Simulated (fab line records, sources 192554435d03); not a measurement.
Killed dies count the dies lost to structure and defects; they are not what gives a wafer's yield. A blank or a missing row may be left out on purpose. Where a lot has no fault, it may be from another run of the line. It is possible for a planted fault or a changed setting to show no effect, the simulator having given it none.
Which tool was responsible?    flow n5-finfet    Sampling: 24 lots, 72 wafers, 4 of 1938 route steps

== WHAT THE GAUGES READ, wafer by wafer ==
N5_BEOL_M12_CD_MEAS_28: target cd 160.2 nm.
lot   measured      on         cd-nm (nm)
L074  day 10 10:32  cd-sem-01  161.6 161.8 162.5
L076  day 10 21:13  cd-sem-02  159.6 160.7 161.4
L075  day 10 23:34  cd-sem-02  160.4 160.3 160.6
L077  day 11 12:50  cd-sem-02  162.8 159.9 162.6
L079  day 11 18:44  cd-sem-02  159.4 161.3 160.7
L078  day 11 21:12  cd-sem-01  161.7 160.5 162.3
L080  day 11 23:57  cd-sem-01  160.8 159.2 158.9
L081  day 12 21:40  cd-sem-01  161.3 160.1 159.5
L082  day 13 03:46  cd-sem-03  157.8 159.7 158.2
L083  day 13 15:17  cd-sem-01  160.6 159.1 160.8
L084  day 13 23:52  cd-sem-01  163.7 162.4 163.3
L087  day 14 16:01  cd-sem-01  161.1 161.4 162.3
L086  day 14 17:34  cd-sem-03  160.7 160.3 159.2
L085  day 14 18:14  cd-sem-02  161.9 159.9 160.2
L088  day 14 20:26  cd-sem-01  159.8 161.1 160.2
L089  day 14 22:25  cd-sem-01  159.2 160.4 161.6
L090  day 14 22:57  cd-sem-01  161.7 162.1 161.5
L091  day 15 10:27  cd-sem-03  162.0 161.1 162.1
L092  day 15 14:48  cd-sem-02  161.5 159.5 159.8
L094  day 15 20:05  cd-sem-01  160.3 160.6 161.4
L093  day 15 20:56  cd-sem-03  160.4 161.5 161.4
L095  day 16 07:20  cd-sem-02  160.6 158.6 161.1
L096  day 17 08:27  cd-sem-01  162.2 161.8 161.3
L097  day 17 17:52  cd-sem-03  162.3 161.0 159.7

== TOOL THAT RAN EACH LOT (tool first, then ch and the chambers of the sampled wafers, then the start) ==
lot   N5_BEOL_M11_SURFACE_TREAT_76  N5_BEOL_M12_VIA_ETCH_16             N5_BEOL_M12_STRIP_63
L074  pvd-sputter-02, day 10 07:29  rie-diel-01 ch 0,1,2, day 10 09:40  plasma-asher-01 ch 0,1, day 10 09:52
L076  pvd-sputter-03, day 10 17:50  rie-diel-01 ch 0,1, day 10 20:29    plasma-asher-02 ch 0,1, day 10 20:41
L075  pvd-sputter-02, day 10 20:32  rie-diel-06 ch 0,1,3, day 10 22:50  plasma-asher-01 ch 0,1, day 10 23:03
L077  pvd-sputter-02, day 11 09:37  rie-diel-01 ch 0,2, day 11 11:59    plasma-asher-02 ch 0, day 11 12:11
L079  pvd-sputter-01, day 11 15:57  rie-diel-06 ch 0,1, day 11 17:52    plasma-asher-02 ch 0,1, day 11 18:06
L078  pvd-sputter-03, day 11 16:53  rie-diel-02 ch 1,2,3, day 11 20:21  plasma-asher-01 ch 0, day 11 20:33
L080  pvd-sputter-02, day 11 20:28  rie-diel-01 ch 0,1,3, day 11 23:13  plasma-asher-01 ch 0,1, day 11 23:25
L081  pvd-sputter-02, day 12 18:47  rie-diel-06 ch 0,3, day 12 20:49    plasma-asher-01 ch 0,1, day 12 21:00
L082  pvd-sputter-01, day 13 00:47  rie-diel-01 ch 0,1,3, day 13 02:54  plasma-asher-01 ch 0,1, day 13 03:06
L083  pvd-sputter-02, day 13 12:39  rie-diel-01 ch 0,2, day 13 14:32    plasma-asher-01 ch 0,1, day 13 14:44
L084  pvd-sputter-01, day 13 20:58  rie-diel-01 ch 1,2,3, day 13 23:00  plasma-asher-01 ch 0,1, day 13 23:12
L087  pvd-sputter-02, day 14 13:04  rie-diel-02 ch 1,2, day 14 15:16    plasma-asher-01 ch 0,1, day 14 15:29
L086  pvd-sputter-02, day 14 14:25  rie-diel-01 ch 0,2, day 14 16:43    plasma-asher-01 ch 0,1, day 14 16:55
L085  pvd-sputter-03, day 14 14:39  rie-diel-01 ch 0,2,3, day 14 17:23  plasma-asher-01 ch 0,1, day 14 17:36
L088  pvd-sputter-03, day 14 15:39  rie-diel-02 ch 2,3, day 14 19:34    plasma-asher-02 ch 0, day 14 19:46
L089  pvd-sputter-02, day 14 19:42  rie-diel-02 ch 1,2,3, day 14 21:40  plasma-asher-01 ch 0,1, day 14 21:53
L090  pvd-sputter-03, day 14 20:10  rie-diel-06 ch 0,2,3, day 14 22:13  plasma-asher-01 ch 0,1, day 14 22:25
L091  pvd-sputter-03, day 15 07:42  rie-diel-06 ch 0,2,3, day 15 09:35  plasma-asher-01 ch 0,1, day 15 09:47
L092  pvd-sputter-03, day 15 11:10  rie-diel-01 ch 0,1,3, day 15 13:46  plasma-asher-02 ch 0,1, day 15 14:08
L094  pvd-sputter-01, day 15 17:15  rie-diel-01 ch 0,1,3, day 15 19:14  plasma-asher-01 ch 0,1, day 15 19:26
L093  pvd-sputter-01, day 15 17:27  rie-diel-02 ch 1,2, day 15 19:51    plasma-asher-02 ch 0, day 15 20:03
L095  pvd-sputter-03, day 16 04:15  rie-diel-02 ch 0,1,2, day 16 06:28  plasma-asher-01 ch 0,1, day 16 06:40
L096  pvd-sputter-02, day 17 05:08  rie-diel-02 ch 1,2, day 17 07:33    plasma-asher-02 ch 0,1, day 17 07:45
L097  pvd-sputter-03, day 17 14:35  rie-diel-02 ch 2,3, day 17 17:00    plasma-asher-02 ch 0,1, day 17 17:12
- N5_BEOL_M11_SURFACE_TREAT_76
- N5_BEOL_M12_VIA_ETCH_16: etches SiOC in C4F8/O2/Ar, target depth 724.8 nm.
- N5_BEOL_M12_STRIP_63: strips in N2/H2.

== WHAT THE TOOLS THEMSELVES READ (means of the sampled wafers that have a number; where no wafer has one, the mark that the record gives instead) ==
N5_BEOL_M12_VIA_ETCH_16.
lot   tool         C4F8_flow_sccm (sccm)  drypump-motor-current-A (A)  oes-product-au (a.u.)  rf-vpp-V (V)  showerhead-plenum-p-Torr (Torr)  throttle-valve-pct (%)
L074  rie-diel-01  15.01                  5.5                          0.74                   663.7         3.35                             24.18
L076  rie-diel-01  15.00                  5.3                          0.76                   664.2         3.35                             24.29
L075  rie-diel-06  14.93                  5.7                          0.67                   664.9         3.41                             24.14
L077  rie-diel-01  14.99                  5.6                          0.78                   663.2         3.33                             23.89
L079  rie-diel-06  14.98                  5.5                          0.67                   666.9         3.45                             24.09
L078  rie-diel-02  15.00                  5.6                          0.72                   664.9         3.40                             24.04
L080  rie-diel-01  15.01                  5.7                          0.83                   663.3         3.36                             24.18
L081  rie-diel-06  15.03                  5.6                          0.76                   670.4         3.61                             24.12
L082  rie-diel-01  15.00                  5.7                          0.82                   664.0         3.35                             24.19
L083  rie-diel-01  14.98                  5.4                          0.78                   662.8         3.33                             24.01
L084  rie-diel-01  15.00                  5.9                          0.78                   662.9         3.34                             24.11
L087  rie-diel-02  15.01                  5.8                          0.73                   662.0         3.32                             24.03
L086  rie-diel-01  15.01                  5.6                          0.75                   663.2         3.32                             23.94
L085  rie-diel-01  15.00                  5.8                          0.76                   663.4         3.33                             24.02
L088  rie-diel-02  14.98                  5.5                          0.69                   665.2         3.39                             24.06
L089  rie-diel-02  14.96                  5.6                          0.70                   664.2         3.39                             24.06
L090  rie-diel-06  15.03                  5.7                          0.76                   667.4         3.51                             24.08
L091  rie-diel-06  15.06                  5.7                          0.75                   667.1         3.51                             24.09
L092  rie-diel-01  14.97                  5.7                          0.78                   662.5         3.34                             24.23
L094  rie-diel-01  15.02                  5.7                          0.78                   663.6         3.34                             24.22
L093  rie-diel-02  15.02                  5.8                          0.73                   662.5         3.32                             24.04
L095  rie-diel-02  14.97                  5.8                          0.68                   663.9         3.38                             24.02
L096  rie-diel-02  15.03                  5.8                          0.72                   662.4         3.31                             24.05
L097  rie-diel-02  15.03                  5.3                          0.80                   665.7         3.44                             23.94

N5_BEOL_M12_STRIP_63.
lot   tool             drypump-motor-current-A (A)  heater-power-w (W)  n2-flow-sccm (sccm)  oes-product-au (a.u.)  strip-time-to-endpoint-s (s)
L074  plasma-asher-01  5.7                          380                 1752                 0.694                  43.3
L076  plasma-asher-02  5.9                          309                 1745                 0.696                  42.2
L075  plasma-asher-01  5.7                          375                 1749                 0.697                  43.4
L077  plasma-asher-02  6.2                          302                 1745                 0.687                  42.2
L079  plasma-asher-02  5.7                          313                 1749                 0.697                  42.5
L078  plasma-asher-01  5.3                          396                 1758                 0.691                  42.7
L080  plasma-asher-01  5.7                          373                 1749                 0.692                  42.4
L081  plasma-asher-01  5.7                          378                 1754                 0.691                  42.3
L082  plasma-asher-01  5.7                          373                 1746                 0.689                  41.7
L083  plasma-asher-01  5.7                          380                 1757                 0.687                  41.2
L084  plasma-asher-01  5.7                          379                 1745                 0.693                  42.3
L087  plasma-asher-01  6.0                          353                 1746                 0.697                  43.3
L086  plasma-asher-01  5.7                          377                 1750                 0.692                  42.2
L085  plasma-asher-01  5.7                          376                 1752                 0.691                  41.9
L088  plasma-asher-02  6.2                          300                 1748                 0.698                  43.2
L089  plasma-asher-01  6.0                          349                 1752                 0.693                  42.6
L090  plasma-asher-01  6.1                          351                 1748                 0.692                  41.5
L091  plasma-asher-01  5.7                          375                 1741                 0.694                  42.7
L092  plasma-asher-02  5.7                          315                 1750                 0.690                  42.3
L094  plasma-asher-01  5.7                          376                 1750                 0.695                  43.4
L093  plasma-asher-02  6.2                          295                 1749                 0.690                  43.0
L095  plasma-asher-01  5.7                          379                 1752                 0.693                  42.4
L096  plasma-asher-02  5.7                          319                 1753                 0.695                  42.8
L097  plasma-asher-02  5.9                          312                 1753                 0.691                  42.3

== THE ANSWER, worked out from the rows above alone ==
Rule: usual is defined by the lots themselves. Put in order of their means at a reading, lots are off if they are a third of the lots or fewer, leave a main group of 4 or more, and stand apart from it by a gap of 3 or more times the standard deviation of the main group's means; of several such gaps the widest counts. A main group whose means are all the same, to the digits that the tables above print for the reading, isn't used. A lot without any number at a reading at which 4 lots or more have one is off too. All remaining lots with rows at the step are treated as sound. The gauges are gone through in route order, then the tools' own readings, and for those a lot's mean is taken as printed above. At the first step where some lot is off, the reading lying furthest off is the one used; lots without a number count as furthest.
No lot is off at any reading shown: from this, nothing can be told.

== WHAT THE SIMULATOR HAD INSERTED ==
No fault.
